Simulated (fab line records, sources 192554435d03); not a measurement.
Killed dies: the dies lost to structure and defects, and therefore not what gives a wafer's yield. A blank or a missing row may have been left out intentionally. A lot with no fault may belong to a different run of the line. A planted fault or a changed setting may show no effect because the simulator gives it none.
Matching of chambers	flow n5 finfet	N5_HKMG_FIN_PWFM_ALD_03 on ald metal-03: 4 sister chambers
The step deposits TiN, target thk 2 nm, pulse time 1 s, purge time 3 s. 8 wafers are shown with their chamber, then 9 later ones without.

## WAFERS PAIRED WITH THEIR CHAMBERS
wafer	chamber	heater power w (W)	precursor pulse height rel
L086.1	0	752	1.004
L086.4	3	1154	1.004
L086.6	2	921	1.000
L092.2	3	1139	1.013
L092.6	1	823	0.973
L093.1	0	740	1.014
L093.4	2	901	0.987
L093.5	1	839	1.014

## WAFERS WITH NO CHAMBER GIVEN
wafer	heater power w (W)	precursor pulse height rel
L095.1	1175	1.009
L095.2	939	1.004
L095.4	825	1.025
L096.2	804	1.010
L096.3	930	0.968
L096.5	1142	0.988
L097.1	1129	0.997
L097.3	767	0.989
L097.5	803	1.005

## WHICH CHAMBER EACH WENT THROUGH
wafer	from the rows above	in truth
L095.1	3	3
L095.2	2	2
L095.4	1	1
L096.2	1	1
L096.3	2	2
L096.5	3	3
L097.1	3	3
L097.3	0	0
L097.5	1	1
Correctly placed: 9 of 9. Number that these rows cannot place: 0. 0 placed wrongly.
How it was worked out, from the rows above alone: a wafer's distance from a chamber is the root of the sum, over the readings, of the square of ((its reading less the chamber's mean) divided by the reading's scatter). If the next closest chamber is less than 2 further off than the closest, the wafer can't be placed; otherwise it belongs to the closest. A chamber's mean is the mean of its shown wafers. How the scatter is found: for the shown wafers, subtract from each reading the mean of its chamber, square and add these, divide the total by (wafers less chambers), then take the root.
